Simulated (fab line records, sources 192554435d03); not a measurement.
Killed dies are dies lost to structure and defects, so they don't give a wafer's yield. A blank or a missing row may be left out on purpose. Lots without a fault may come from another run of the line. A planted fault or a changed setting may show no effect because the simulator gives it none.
Which tool did it? | flow n5_finfet | 24 lots, 72 wafers sampled, at 6 steps of a route of 1938

WHAT THE GAUGES READ, wafer by wafer
N5_FIN_SAQP_CD_MEAS_27: target cd 20 nm.
lot  | measured    | on        | cd_nm (nm)
L074 | day 2 00:28 | cd_sem-02 | 20.25 20.29 19.88
L075 | day 2 08:04 | cd_sem-01 | 20.26 20.30 20.57
L076 | day 2 12:32 | cd_sem-01 | 20.51 19.95 20.47
L077 | day 2 20:37 | cd_sem-01 | 20.41 20.42 20.15
L078 | day 3 01:14 | cd_sem-01 | 19.82 20.36 20.68
L079 | day 3 07:02 | cd_sem-02 | 20.60 20.38 20.16
L080 | day 3 13:01 | cd_sem-02 | 20.59 20.56 20.06
L081 | day 3 19:28 | cd_sem-02 | 20.42 19.86 20.05
L082 | day 4 00:43 | cd_sem-02 | 20.05 20.24 19.85
L083 | day 4 07:12 | cd_sem-01 | 20.25 20.66 20.59
L084 | day 4 13:15 | cd_sem-01 | 20.19 20.10 20.60
L085 | day 4 21:29 | cd_sem-01 | 20.07 20.42 20.27
L086 | day 5 01:23 | cd_sem-01 | 20.85 20.59 20.21
L087 | day 5 07:08 | cd_sem-03 | 20.71 19.86 20.12
L088 | day 5 14:33 | cd_sem-03 | 20.60 20.45 20.55
L089 | day 5 18:22 | cd_sem-01 | 20.48 20.55 20.68
L090 | day 5 23:59 | cd_sem-01 | 20.15 20.35 20.04
L091 | day 6 07:27 | cd_sem-01 | 20.35 21.04 20.04
L092 | day 6 13:16 | cd_sem-03 | 20.81 20.15 20.38
L093 | day 6 18:25 | cd_sem-03 | 20.68 20.47 20.01
L094 | day 7 00:10 | cd_sem-01 | 19.65 20.41 20.38
L095 | day 7 05:56 | cd_sem-01 | 20.30 20.12 20.41
L096 | day 7 12:34 | cd_sem-03 | 20.21 20.24 20.75
L097 | day 7 18:08 | cd_sem-01 | 20.43 20.35 20.37

N5_FIN_CUT_OVL_MEAS_09.
lot  | measured    | on         | FIN_CUT_OVL (nm)
L074 | day 2 02:57 | overlay-01 | 1.7 0.4 0.1
L075 | day 2 10:39 | overlay-01 | 0.6 0.9 1.8
L076 | day 2 16:16 | overlay-02 | 0.5 -0.1 0.1
L077 | day 2 23:32 | overlay-02 | 0.6 0.4 0.4
L078 | day 3 04:40 | overlay-01 | 0.0 0.3 1.0
L079 | day 3 09:35 | overlay-02 | 0.1 0.8 0.9
L080 | day 3 16:38 | overlay-02 | 1.6 0.9 -0.1
L081 | day 3 22:27 | overlay-01 | 0.1 1.1 0.0
L082 | day 4 03:32 | overlay-02 | 0.9 0.6 0.4
L083 | day 4 10:04 | overlay-01 | -0.4 -0.2 -0.7
L084 | day 4 15:59 | overlay-01 | 0.1 0.3 0.2
L085 | day 5 01:56 | overlay-02 | 0.9 0.1 1.5
L086 | day 5 03:59 | overlay-01 | 1.0 1.0 1.3
L087 | day 5 11:40 | overlay-01 | 1.2 1.6 0.8
L088 | day 5 17:22 | overlay-02 | 0.8 1.0 2.0
L089 | day 5 21:35 | overlay-02 | -0.1 0.8 0.1
L090 | day 6 03:31 | overlay-01 | 0.7 0.5 0.2
L091 | day 6 10:33 | overlay-01 | 0.4 0.1 0.4
L092 | day 6 16:29 | overlay-01 | -0.8 0.0 0.2
L093 | day 6 21:17 | overlay-01 | 0.7 0.3 0.1
L094 | day 7 03:16 | overlay-01 | 0.3 0.3 0.7
L095 | day 7 08:32 | overlay-02 | 0.4 -0.8 1.1
L096 | day 7 15:12 | overlay-01 | 0.4 0.7 0.8
L097 | day 7 21:01 | overlay-01 | 0.9 1.4 0.7

N5_STI_FIN_REVEAL_CD_MEAS_22: target cd 6.238 nm, pitch 28 nm.
lot  | measured    | on        | cd_nm (nm)
L074 | day 2 13:58 | cd_sem-02 | 6.34 6.33 5.78
L075 | day 2 22:48 | cd_sem-02 | 6.45 6.10 6.15
L076 | day 3 02:30 | cd_sem-03 | 6.00 5.73 5.45
L077 | day 3 12:07 | cd_sem-03 | 6.41 6.22 6.36
L078 | day 3 14:53 | cd_sem-02 | 6.47 6.00 6.50
L079 | day 3 21:03 | cd_sem-02 | 6.26 6.13 6.65
L080 | day 4 02:23 | cd_sem-03 | 6.09 6.17 6.26
L081 | day 4 08:05 | cd_sem-02 | 6.60 6.39 6.53
L082 | day 4 15:30 | cd_sem-03 | 6.62 6.54 6.38
L083 | day 4 21:23 | cd_sem-03 | 5.99 6.27 6.11
L084 | day 5 04:35 | cd_sem-02 | 5.86 6.35 6.18
L085 | day 5 12:34 | cd_sem-03 | 6.00 6.44 6.30
L086 | day 5 15:35 | cd_sem-01 | 6.56 6.41 6.28
L087 | day 5 21:47 | cd_sem-01 | 5.68 5.91 6.42
L088 | day 6 02:57 | cd_sem-01 | 6.10 6.53 6.40
L089 | day 6 07:32 | cd_sem-03 | 6.23 5.79 6.03
L090 | day 6 13:23 | cd_sem-01 | 6.28 6.17 6.22
L091 | day 6 20:19 | cd_sem-03 | 6.15 6.11 6.44
L092 | day 7 02:48 | cd_sem-02 | 5.64 6.49 6.78
L093 | day 7 07:04 | cd_sem-02 | 5.97 6.02 5.74
L094 | day 7 13:28 | cd_sem-01 | 6.48 6.46 6.49
L095 | day 7 19:28 | cd_sem-03 | 6.04 6.23 6.31
L096 | day 8 00:52 | cd_sem-01 | 5.54 6.33 6.67
L097 | day 8 07:29 | cd_sem-01 | 6.16 6.46 6.14

N5_STI_FIN_REVEAL_FIN_H_MEAS_10.
lot  | measured    | on     | trench_depth_nm (nm)
L074 | day 2 13:59 | ocd-01 | 50.8 52.4 52.0
L075 | day 2 22:50 | ocd-01 | 52.0 52.0 52.1
L076 | day 3 02:32 | ocd-02 | 51.9 52.4 53.1
L077 | day 3 12:09 | ocd-02 | 51.7 51.8 52.3
L078 | day 3 14:55 | ocd-02 | 52.5 51.4 52.8
L079 | day 3 21:05 | ocd-01 | 51.9 52.1 52.1
L080 | day 4 02:25 | ocd-02 | 51.7 52.2 51.5
L081 | day 4 08:07 | ocd-02 | 53.4 52.4 53.1
L082 | day 4 15:32 | ocd-02 | 51.8 52.8 53.4
L083 | day 4 21:25 | ocd-02 | 51.6 52.4 51.4
L084 | day 5 04:37 | ocd-02 | 51.6 52.2 51.7
L085 | day 5 12:36 | ocd-01 | 52.8 52.5 53.3
L086 | day 5 15:37 | ocd-01 | 52.0 51.1 51.2
L087 | day 5 21:49 | ocd-02 | 52.5 51.9 51.2
L088 | day 6 02:59 | ocd-01 | 51.2 51.4 51.4
L089 | day 6 07:34 | ocd-02 | 51.7 52.0 51.4
L090 | day 6 13:25 | ocd-02 | 53.0 51.8 52.2
L091 | day 6 20:21 | ocd-02 | 52.6 51.1 52.1
L092 | day 7 02:50 | ocd-02 | 52.4 52.6 51.7
L093 | day 7 07:06 | ocd-01 | 51.9 54.5 53.0
L094 | day 7 13:30 | ocd-02 | 51.9 53.4 51.5
L095 | day 7 19:29 | ocd-02 | 51.8 53.4 52.9
L096 | day 8 00:54 | ocd-01 | 52.7 51.5 51.6
L097 | day 8 07:31 | ocd-01 | 52.1 52.4 52.7

WHICH TOOL RAN EACH LOT (tool, then ch and the chambers of the sampled wafers, then the start)
lot  | N5_FIN_SAQP_MANDREL2_REMOVE_60  | N5_FIN_CUT_CUT_ETCH_15
L074 | rie_si-01 ch 0,1,3, day 2 01:55 | rie_si-04 ch 0,1,2, day 2 03:40
L075 | rie_si-01 ch 1,2,3, day 2 09:30 | rie_si-05 ch 0,3, day 2 11:37
L076 | rie_si-01 ch 0,2,3, day 2 15:07 | rie_si-03 ch 0,2, day 2 17:02
L077 | rie_si-01 ch 0,1,3, day 2 22:27 | rie_si-03 ch 1,3, day 3 00:42
L078 | rie_si-01 ch 0,1,2, day 3 03:31 | rie_si-03 ch 0,2, day 3 05:31
L079 | rie_si-02 ch 2,3, day 3 08:29   | rie_si-05 ch 0,2,3, day 3 10:18
L080 | rie_si-01 ch 0,2, day 3 15:32   | rie_si-03 ch 0,2,3, day 3 17:25
L081 | rie_si-01 ch 0,2, day 3 21:08   | rie_si-03 ch 0,3, day 3 23:10
L082 | rie_si-06 ch 0,3, day 4 02:31   | rie_si-03 ch 0,3, day 4 04:23
L083 | rie_si-01 ch 1,2,3, day 4 08:59 | rie_si-04 ch 1,2, day 4 10:47
L084 | rie_si-02 ch 0,1,3, day 4 14:57 | rie_si-04 ch 1,2,3, day 4 16:46
L085 | rie_si-01 ch 1,3, day 5 00:49   | rie_si-04 ch 1,3, day 5 02:58
L086 | rie_si-01 ch 0,1,3, day 5 02:58 | rie_si-04 ch 0,1,3, day 5 04:46
L087 | rie_si-01 ch 0,2,3, day 5 10:20 | rie_si-05 ch 2,3, day 5 12:53
L088 | rie_si-02 ch 0,1,2, day 5 16:17 | rie_si-05 ch 0,3, day 5 18:05
L089 | rie_si-06 ch 0,1,3, day 5 20:25 | rie_si-04 ch 0,1,3, day 5 22:19
L090 | rie_si-01 ch 0,1, day 6 02:22   | rie_si-03 ch 0,3, day 6 04:19
L091 | rie_si-02 ch 1,2, day 6 09:23   | rie_si-05 ch 0,2, day 6 11:27
L092 | rie_si-02 ch 0,2,3, day 6 15:23 | rie_si-05 ch 1,3, day 6 17:13
L093 | rie_si-02 ch 2,3, day 6 20:13   | rie_si-05 ch 0,2,3, day 6 21:59
L094 | rie_si-06 ch 0,1,2, day 7 02:13 | rie_si-05 ch 1,3, day 7 03:59
L095 | rie_si-06 ch 0,1,2, day 7 07:23 | rie_si-04 ch 0,1,3, day 7 09:16
L096 | rie_si-02 ch 1,2,3, day 7 14:10 | rie_si-03 ch 0,1,2, day 7 15:55
L097 | rie_si-01 ch 2,3, day 7 19:50   | rie_si-05 ch 0,3, day 7 21:43
- N5_FIN_SAQP_MANDREL2_REMOVE_60: chemistry HBr/Cl2/O2, target a-Si, stops on SiNx, bt time 10 s.
- N5_FIN_CUT_CUT_ETCH_15: etches Si in HBr/Cl2/O2, target depth 100 nm, bt time 10 s, time 42.4 s.

WHAT THE TOOLS THEMSELVES READ (means of the sampled wafers that have a number; where no wafer has one, the mark that the record gives instead)
N5_FIN_SAQP_MANDREL2_REMOVE_60.
lot  | tool      | drypump_motor_current_A (A) | mfc_cl2_sccm (sccm) | oes_product_au (a.u.) | throttle_valve_pct (%)
L074 | rie_si-01 | 6.0                         | 79.93               | 0.998                 | 36.5
L075 | rie_si-01 | 5.5                         | 79.99               | 0.992                 | 36.6
L076 | rie_si-01 | 5.5                         | 80.04               | 0.993                 | 36.6
L077 | rie_si-01 | 6.0                         | 80.09               | 0.982                 | 36.5
L078 | rie_si-01 | 5.6                         | 80.10               | 0.980                 | 36.5
L079 | rie_si-02 | 5.6                         | 80.28               | 1.003                 | 37.1
L080 | rie_si-01 | 5.6                         | 80.10               | 0.976                 | 36.5
L081 | rie_si-01 | 5.1                         | 80.06               | 0.983                 | 36.6
L082 | rie_si-06 | 5.7                         | 80.06               | 1.004                 | 36.6
L083 | rie_si-01 | 5.5                         | 80.01               | 0.996                 | 36.6
L084 | rie_si-02 | 5.6                         | 79.98               | 1.003                 | 36.6
L085 | rie_si-01 | 6.0                         | 79.75               | 0.992                 | 36.5
L086 | rie_si-01 | 6.0                         | 79.81               | 0.983                 | 36.5
L087 | rie_si-01 | 5.5                         | 80.15               | 0.993                 | 36.6
L088 | rie_si-02 | 5.5                         | 80.24               | 0.992                 | 36.6
L089 | rie_si-06 | 5.6                         | 80.02               | 0.997                 | 36.7
L090 | rie_si-01 | 6.1                         | 79.93               | 0.971                 | 36.4
L091 | rie_si-02 | 5.6                         | 80.13               | 0.994                 | 36.9
L092 | rie_si-02 | 5.6                         | 80.32               | 1.013                 | 36.9
L093 | rie_si-02 | 5.6                         | 79.96               | 1.003                 | 37.2
L094 | rie_si-06 | 5.5                         | 80.03               | 0.989                 | 36.4
L095 | rie_si-06 | 5.5                         | 79.95               | 0.995                 | 36.4
L096 | rie_si-02 | 5.6                         | 79.98               | 0.996                 | 36.9
L097 | rie_si-01 | 5.3                         | 80.16               | 1.001                 | 36.6

N5_FIN_CUT_CUT_ETCH_15.
lot  | tool      | drypump_motor_current_A (A) | mfc_cl2_sccm (sccm) | oes_product_au (a.u.) | throttle_valve_pct (%)
L074 | rie_si-04 | 5.6                         | 79.87               | 0.996                 | 37.44
L075 | rie_si-05 | 6.4                         | 80.08               | 1.002                 | 37.25
L076 | rie_si-03 | 6.2                         | 79.87               | 1.008                 | 36.88
L077 | rie_si-03 | 5.6                         | 80.28               | 1.009                 | 36.97
L078 | rie_si-03 | 6.1                         | 80.00               | 1.016                 | 36.89
L079 | rie_si-05 | 6.2                         | 79.73               | 1.000                 | 37.13
L080 | rie_si-03 | 6.0                         | 80.06               | 1.015                 | 36.86
L081 | rie_si-03 | 6.1                         | 80.25               | 1.013                 | 36.91
L082 | rie_si-03 | 6.2                         | 80.10               | 1.009                 | 36.91
L083 | rie_si-04 | 5.6                         | 80.03               | 1.001                 | 37.57
L084 | rie_si-04 | 5.6                         | 79.94               | 0.998                 | 37.34
L085 | rie_si-04 | 5.7                         | 79.72               | 1.012                 | 37.54
L086 | rie_si-04 | 5.8                         | 79.92               | 1.012                 | 37.41
L087 | rie_si-05 | 5.9                         | 80.12               | 1.001                 | 36.99
L088 | rie_si-05 | 6.4                         | 80.18               | 1.002                 | 37.25
L089 | rie_si-04 | 5.8                         | 79.98               | 1.013                 | 37.42
L090 | rie_si-03 | 6.1                         | 79.81               | 1.015                 | 36.91
L091 | rie_si-05 | 6.0                         | 80.22               | 1.000                 | 37.01
L092 | rie_si-05 | 6.1                         | 79.86               | 0.999                 | 37.20
L093 | rie_si-05 | 6.2                         | 80.09               | 0.999                 | 37.13
L094 | rie_si-05 | 5.8                         | 80.10               | 0.990                 | 37.18
L095 | rie_si-04 | 5.8                         | 80.01               | 1.008                 | 37.41
L096 | rie_si-03 | 5.8                         | 79.85               | 1.005                 | 36.98
L097 | rie_si-05 | 6.4                         | 80.03               | 1.004                 | 37.27

THE ANSWER, worked out from the rows above alone
Rule: what is usual is taken from the lots themselves. Put in order of their means at a reading, lots are off if they are a third of the lots or fewer, leave a main group of 4 or more, and stand apart from it by a gap of 3 or more times the standard deviation of the main group's means; of several such gaps the widest counts. A main group whose means are all the same, to the digits that the tables above print for the reading, isn't used. A lot without any number at a reading at which 4 lots or more have one is off too. The other lots that the step has rows for count as sound. The gauges are gone through in route order, then the tools' own readings, and for those a lot's mean is taken as printed above. The first step at which some lot is off is used, and at that step the reading that is off furthest; a lot without a number counts as furthest.
No lot is off at any reading shown: from this, nothing can be told.

WHAT THE SIMULATOR HAD PUT IN
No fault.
